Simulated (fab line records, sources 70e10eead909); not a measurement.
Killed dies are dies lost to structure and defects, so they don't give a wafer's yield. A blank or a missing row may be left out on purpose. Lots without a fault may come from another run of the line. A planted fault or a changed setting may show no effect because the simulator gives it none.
fab line records | flow nand_harc
record lots=13 wafers=39 last_day=33
route steps=1302 shown A_SLIT@933 A_WL_FILL@957 END@1302
lots that met no fault: from a run of the same line without faults
start_h: hours from the record's first day to the start of the lot's first wafer shown | wait_h: hours since the lot's step before | " the same as in the row above | L1.1+2: a row that stands for several wafers | - no value, or no start given | * or withheld: withheld | < > ~ a bound
route shown NAME@n: a module of which the file shows steps, and the number in the route of the first | usual: mean/standard deviation of fault-free wafers | same: alike in all rows | chamber/n: place in a boat | sites: the reading at each site | _std_site: their standard deviation | _edge_site: outer sites' mean less inner sites' | radius_mm: how far each site lies from the wafer's centre | mask NAME#n: copy n | behind: the tool/chamber that last shaped the wafer | hold: why the lot was held/for how many hours/how that ended | device: the transistor (n, p or np) that didn't switch | end of line: the same wafers' tests at the end of the route | a step without rows: its recipe alone | killed: dies lost to structure and defects at the first sort, not the wafer's yield | map: a wafer's dies, x killed, . not, _ none there
set.NAME: the setting as run; set.NAME@STEP: as run at that earlier step | model.NAME: the simulator's own value behind a step, which no gauge read
steps of the route over a sample of lots; a table a step, a row a wafer
services: from which hour (start_h, from the record's first day; less than 0 if before it) a tool's chamber was out of use, for how many hours, and why
## steps
# step NHARC_A_SLIT_CD_MEAS_09
# recipe target_cd_nm=300 landing_energy_ev=500
# usual cd_nm=300.0/0.53
# columns lot.wafer tool chamber start_h wait_h cd_nm
L439.3 cd_sem-03 0 442.22 - 300.7
L439.4 " 0 " " 300.3
L439.5 " 0 " " 300.0
L441.2 cd_sem-03 0 469.50 - 299.8
L441.5 " 0 " " 300.2
L441.6 " 0 " " 300.2
L442.1 cd_sem-01 0 478.52 - 299.8
L442.4 " 0 " " 299.8
L442.5 " 0 " " 299.3
L443.3 cd_sem-02 0 491.34 - 299.9
L443.5 " 0 " " 300.1
L443.6 " 0 " " 299.9
L444.4 cd_sem-01 0 507.98 - 300.3
L444.5 " 0 " " 300.2
L444.6 " 0 " " 300.2
L445.3 cd_sem-03 0 513.12 - 300.8
L445.4 " 0 " " 300.4
L445.6 " 0 " " 300.4
L447.1 cd_sem-01 0 529.14 - 301.2
L447.2 " 0 " " 300.9
L447.3 " 0 " " 300.3
L448.1 cd_sem-02 0 547.99 - 300.2
L448.3 " 0 " " 299.7
L448.6 " 0 " " 299.9
L451.1 cd_sem-02 0 563.71 - 299.8
L451.4 " 0 " " 300.2
L451.6 " 0 " " 301.0
L454.1 cd_sem-02 0 600.87 - 299.5
L454.2 " 0 " " 300.2
L454.4 " 0 " " 300.6
L460.2 cd_sem-02 0 671.90 - 300.5
L460.4 " 0 " " 299.8
L460.6 " 0 " " 300.2
L461.1 cd_sem-03 0 683.79 - 300.3
L461.2 " 0 " " 299.8
L461.5 " 0 " " 300.0
L462.1 cd_sem-01 0 684.36 - 300.1
L462.2 " 0 " " 300.5
L462.6 " 0 " " 300.7
# step NHARC_A_SLIT_OVL_MEAS_10
# usual overlay_x_nm=0.3/1 overlay_y_nm=-0.2/0.91
# columns lot.wafer tool chamber start_h wait_h overlay_x_nm overlay_y_nm
L439.3 overlay-02 - 442.30 - 0.7 -1.8
L439.4 " - " " 0.5 -2.0
L439.5 " - " " 0.6 -1.8
L441.2 overlay-02 - 469.59 - 0.1 -1.1
L441.5 " - " " 0.4 -0.9
L441.6 " - " " 0.2 -0.9
L442.1 overlay-01 - 478.61 - 1.0 0.3
L442.4 " - " " 0.7 0.2
L442.5 " - " " 0.0 0.2
L443.3 overlay-02 - 491.43 - 2.0 -0.8
L443.5 " - " " 1.5 -0.7
L443.6 " - " " 1.6 -0.3
L444.4 overlay-01 - 508.06 - 0.0 0.2
L444.5 " - " " -0.4 -0.2
L444.6 " - " " 0.2 -0.4
L445.3 overlay-01 - 513.20 - -1.3 -0.8
L445.4 " - " " -0.4 -0.4
L445.6 " - " " -0.9 0.1
L447.1 overlay-01 - 529.23 - 0.7 -0.1
L447.2 " - " " 1.0 -0.4
L447.3 " - " " 1.2 0.4
L448.1 overlay-01 - 548.08 - -0.3 -0.8
L448.3 " - " " -1.0 0.0
L448.6 " - " " 0.2 -1.0
L451.1 overlay-01 - 563.79 - 1.2 -1.1
L451.4 " - " " 0.8 -0.8
L451.6 " - " " 1.0 -1.1
L454.1 overlay-01 - 600.95 - 1.0 -0.2
L454.2 " - " " 1.5 0.1
L454.4 " - " " 0.6 0.2
L460.2 overlay-02 - 671.98 - 1.5 1.1
L460.4 " - " " 1.4 1.0
L460.6 " - " " 1.7 0.8
L461.1 overlay-02 - 683.88 - 0.7 1.4
L461.2 " - " " 0.6 1.4
L461.5 " - " " 0.8 1.0
L462.1 overlay-02 - 684.45 - -1.3 -1.1
L462.2 " - " " -1.4 -0.2
L462.6 " - " " -1.3 -0.9
# step NHARC_A_WL_FILL_ETCHBACK_04
# recipe target_depth_a=600 time_s=120 chemistry=NF3
# usual drypump_motor_current_A=5.7/0.55 oes_product_au=0.999/0.01 run_length_s=141.4/0.39
# columns lot.wafer tool chamber start_h wait_h drypump_motor_current_A oes_product_au rf_hours_counter_h run_length_s
L439.4 rie_metal-03 1 459.34 0.2 4.9 1.014 - 141.5
L439.3 " 0 " " 5.7 0.995 - 141.8
L439.5 " 1 " " 4.9 1.023 - 141.7
L441.2 rie_metal-03 1 486.56 0.3 4.9 1.018 2.3 141.8
L441.6 " 1 " " 4.9 1.017 - 141.3
L441.5 " 0 " " 5.7 0.997 - 141.9
L442.1 rie_metal-01 0 495.98 0.3 6.4 0.976 1.5 141.8
L442.4 " 0 " " 6.4 0.989 - 141.4
L442.5 " 0 " " 6.4 0.981 - 141.5
L443.3 rie_metal-03 1 506.02 0.4 5.0 1.024 - 141.5
L443.6 " 0 " " 5.7 1.008 - 142.0
L443.5 " 1 " " 5.0 1.023 - 141.4
L444.4 rie_metal-01 0 529.38 0.4 6.4 0.990 - 141.6
L444.5 " 0 " " 6.4 0.981 - 141.5
L444.6 " 0 " " 6.4 0.995 - 141.1
L445.3 rie_metal-03 1 532.24 0.3 5.0 0.996 - 141.7
L445.4 " 0 " " 5.7 1.014 - 141.8
L445.6 " 0 " " 5.7 1.002 - 142.0
L447.2 rie_metal-03 0 543.96 0.3 5.7 0.994 0.5 141.6
L447.1 " 1 " " 4.9 1.000 0.5 141.5
L447.3 " 1 " " 4.9 1.005 - 141.5
L448.1 rie_metal-01 1 562.51 0.3 6.1 0.999 2.6 140.8
L448.3 " 1 " " 6.1 1.016 - 140.8
L448.6 " 1 " " 6.1 1.005 - 141.5
L451.1 rie_metal-03 1 579.29 0.3 5.0 0.998 1.3 125.6
L451.4 " 0 " " 5.7 1.000 - 125.1
L451.6 " 0 " " 5.7 0.989 - 125.0
L454.2 rie_metal-03 1 615.43 0.3 5.0 1.000 2.0 125.3
L454.1 " 0 " " 5.7 0.986 2.0 125.5
L454.4 " 1 " " 5.0 1.001 - 125.3
L460.2 rie_metal-01 0 686.34 0.3 6.4 0.992 1.3 141.9
L460.4 " 1 " " 6.1 1.010 - 140.7
L460.6 " 0 " " 6.4 0.994 - 141.1
L462.2 rie_metal-01 1 698.93 0.3 6.0 1.013 1.5 141.7
L462.1 " 0 " " 6.4 0.994 1.5 141.2
L462.6 " 0 " " 6.4 0.996 - 141.1
L461.1 rie_metal-02 0 698.98 0.3 6.3 0.993 1.0 140.7
L461.2 " 1 " " 5.1 0.995 1.0 141.2
L461.5 " 0 " " 6.3 0.994 - 140.9
# step NHARC_A_WL_FILL_ETCHBACK_05
# recipe target_depth_a=220 time_s=60 temp_c=40 chemistry=Cl2/BCl3
# usual drypump_motor_current_A=5.7/0.54 oes_product_au=1.002/0.0099 run_length_s=81.4/0.38
# columns lot.wafer tool chamber start_h wait_h drypump_motor_current_A oes_product_au rf_hours_counter_h run_length_s
L439.4 rie_metal-03 0 459.54 0.2 5.7 1.000 - 81.5
L439.3 " 1 " " 4.9 1.014 - 81.6
L439.5 " 0 " " 5.7 1.007 - 81.9
L441.2 rie_metal-03 0 486.81 0.2 5.7 0.999 2.4 82.1
L441.5 " 0 " " 5.7 0.999 - 81.7
L441.6 " 1 " " 5.0 1.016 - 81.4
L442.1 rie_metal-01 1 496.18 0.2 6.1 1.008 1.7 81.3
L442.4 " 1 " " 6.1 1.002 - 80.9
L442.5 " 1 " " 6.1 1.013 - 81.0
L443.3 rie_metal-03 1 506.23 0.2 4.9 1.016 - 81.3
L443.6 " 1 " " 4.9 1.020 - 81.6
L443.5 " 0 " " 5.7 1.003 - 82.0
L444.4 rie_metal-01 0 529.69 0.2 6.4 0.998 - 81.1
L444.5 " 0 " " 6.4 0.992 - 81.6
L444.6 " 0 " " 6.4 0.991 - 81.4
L445.3 rie_metal-03 1 532.44 0.2 5.0 1.002 - 81.5
L445.4 " 0 " " 5.7 1.004 - 81.8
L445.6 " 1 " " 5.0 0.999 - 82.0
L447.2 rie_metal-03 1 544.20 0.2 4.9 1.008 0.7 81.3
L447.1 " 0 " " 5.7 0.999 0.7 81.9
L447.3 " 0 " " 5.7 0.998 - 81.5
L448.1 rie_metal-01 0 562.72 0.2 6.4 1.001 3.0 81.1
L448.3 " 0 " " 6.4 0.990 - 81.5
L448.6 " 1 " " 6.0 1.000 - 81.0
L451.1 rie_metal-03 1 579.55 0.2 5.0 1.003 1.4 81.6
L451.4 " 0 " " 5.7 1.002 - 81.6
L451.6 " 1 " " 4.9 0.991 - 81.8
L454.1 rie_metal-03 0 615.67 0.2 5.7 0.994 2.1 81.7
L454.2 " 1 " " 4.9 0.991 2.1 81.4
L454.4 " 1 " " 4.9 0.983 - 82.1
L460.2 rie_metal-01 1 686.56 0.2 6.1 1.011 1.4 81.2
L460.4 " 1 " " 6.0 1.019 - 80.8
L460.6 " 1 " " 6.0 1.018 - 80.8
L462.2 rie_metal-01 1 699.24 0.3 6.0 1.012 1.6 81.4
L462.1 " 0 " " 6.4 1.005 1.6 81.5
L462.6 " 0 " " 6.4 1.013 - 81.3
L461.2 rie_metal-02 1 699.39 0.3 5.1 0.986 1.3 81.3
L461.1 " 0 " " 6.3 1.001 1.3 81.2
L461.5 " 0 " " 6.3 0.999 - 80.6
# step NHARC_END_SORT_01
# recipe temp_c=25
# usual killed_at_array=57/20 killed_at_other=1.0/1.5 killed_at_periphery=3.5/2.5 killed_dies=62/21 killed_open=3.5/1.9 killed_short=2.4/1.6
# same gross_dies=677
# columns lot.wafer tool chamber start_h wait_h killed_at_array killed_at_other killed_at_periphery killed_dies killed_open killed_short
L445.3 prober-01 0 639.39 3.1 82 7 7 96 3 2
L445.4 prober-01 0 640.19 3.4 73 5 7 85 3 4
L445.6 prober-01 0 641.79 4.0 83 4 4 91 5 2
# killed by level:class
L445.3 A_CHANNEL_HOLE_D1:chamber_film_flake=30 A_SLIT:chamber_film_flake=26 A_CHANNEL_HOLE_D2:chamber_film_flake=8 A_CONTACT:chamber_film_flake=7 THIN_TSV:chamber_film_flake=6 P_CONTACT:chamber_film_flake=5 A_M0:chamber_film_flake=3 P_ZERO_WELL:chamber_film_flake=2
L445.4 A_CHANNEL_HOLE_D1:chamber_film_flake=32 A_SLIT:chamber_film_flake=21 P_CONTACT:chamber_film_flake=6 A_CHANNEL_HOLE_D2:chamber_film_flake=5 A_CONTACT:chamber_film_flake=4 THIN_TSV:chamber_film_flake=3 A_WL_FILL:chamber_film_flake=2 A_M0:chamber_film_flake=2
L445.6 A_SLIT:chamber_film_flake=31 A_CHANNEL_HOLE_D1:chamber_film_flake=29 A_CHANNEL_HOLE_D2:chamber_film_flake=6 A_CONTACT:chamber_film_flake=6 THIN_TSV:chamber_film_flake=3 P_CONTACT:chamber_film_flake=2 A_WL_FILL:chamber_film_flake=2 A_M0:chamber_film_flake=2
## services
# columns tool chamber start_h hours kind
rie_metal-02 1 446.18 4.8 repair
rie_metal-02 - 454.00 9.0 pm
rie_metal-02 0 454.00 9.0 vent_cycle
rie_metal-02 1 454.00 9.0 vent_cycle
rie_metal-02 0 463.00 - clean
rie_metal-02 1 463.00 - clean
rie_metal-03 - 492.77 0.3 repair
rie_metal-03 - 519.00 9.0 pm
rie_metal-03 0 519.00 9.0 vent_cycle
rie_metal-03 1 519.00 9.0 vent_cycle
rie_metal-01 1 526.83 7.9 repair
rie_metal-03 0 528.00 - clean
rie_metal-03 1 528.00 - clean
rie_metal-01 - 575.00 9.0 pm
rie_metal-01 0 575.00 9.0 vent_cycle
rie_metal-01 1 575.00 9.0 vent_cycle
rie_metal-02 - 578.34 13.6 repair
rie_metal-01 0 584.00 - clean
rie_metal-01 1 584.00 - clean
rie_metal-02 - 631.00 9.0 pm
rie_metal-03 1 645.61 11.5 repair
rie_metal-03 - 696.00 9.0 pm
rie_metal-03 0 696.00 9.0 vent_cycle
rie_metal-03 1 696.00 9.0 vent_cycle
## key
first_sign step=NHARC_A_WL_FILL_ETCHBACK_04 reading=run_length_s direction=down sigmas=41 usual=* struck=*
effect none on later readings
met_at NHARC_A_WL_FILL_ETCHBACK_04
struck_lots L451,L454
tester_left_out L451,L454
not_acting_at NHARC_A_SLIT_CD_MEAS_09,NHARC_A_SLIT_OVL_MEAS_10,NHARC_A_WL_FILL_ETCHBACK_05
onset_between 543.96 579.29
fault kind=process_parameter_drift tool=rie_metal-03 chamber=- onset_h=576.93 steps=NHARC_A_WL_FILL_ETCHBACK_04 channel=time_s offset=* shape=step end_h=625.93 acts_in=* stated=*
# tester_left_out: of these lots the tester's yield and bins aren't shown, on N5 and GAA mostly nor the transistor test; their killed dies are dies lost to structure and defects alone, not to doping, threshold or leakage, so they don't give the yield
